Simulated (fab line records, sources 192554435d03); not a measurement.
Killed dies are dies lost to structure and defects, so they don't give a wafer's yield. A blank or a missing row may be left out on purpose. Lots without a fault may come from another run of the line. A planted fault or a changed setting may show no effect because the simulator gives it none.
Chamber matching | flow n5_finfet | N5_BEOL_M6_DEP_56 on pecvd-02: 3 sister chambers
The step deposits SiCN from 3MS/NH3, target thk 10 nm, time 17.5 s. 3 wafers are shown with their chamber, then 11 later ones without.

WAFERS WITH THEIR CHAMBER
wafer  | chamber | throttle_valve_pct (%)
L093.1 | 0       | 9.2
L093.3 | 2       | 8.3
L093.4 | 1       | 9.3

WAFERS WITHOUT THEIR CHAMBER
wafer  | throttle_valve_pct (%)
L093.5 | 9.2
L093.6 | 8.5
L094.1 | 9.6
L094.2 | 9.0
L094.3 | 8.3
L094.4 | 8.5
L094.5 | 9.6
L094.6 | 9.0
L096.3 | 8.9
L096.4 | 9.2
L096.5 | 9.5

WHICH CHAMBER EACH WENT THROUGH
wafer  | from the rows above          | in truth
L093.5 | can't be placed: 0 or 1      | 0
L093.6 | 2                            | 2
L094.1 | can't be placed: 1 or 0      | 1
L094.2 | can't be placed: 0 or 1      | 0
L094.3 | 2                            | 2
L094.4 | 2                            | 2
L094.5 | can't be placed: 1 or 0      | 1
L094.6 | can't be placed: 0 or 1      | 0
L096.3 | can't be placed: 0 or 1 or 2 | 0
L096.4 | can't be placed: 0 or 1      | 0
L096.5 | can't be placed: 1 or 0      | 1
Placed correctly: 3 of 11. Can't be placed from these rows: 8 (the true chamber is among the candidates in 8). Placed wrongly: 0.
How it was worked out, from the rows above alone: a wafer's distance from a chamber is the root of the sum, over the readings, of the square of ((its reading less the chamber's mean) divided by the reading's scatter). The wafer belongs to the nearest chamber; if the next one is less than 2 further off, it can't be placed. A chamber's mean is the mean of its shown wafers. The scatter: with one shown wafer a chamber, the root of the mean of the squares of how far each hidden wafer lies from its nearest shown one.
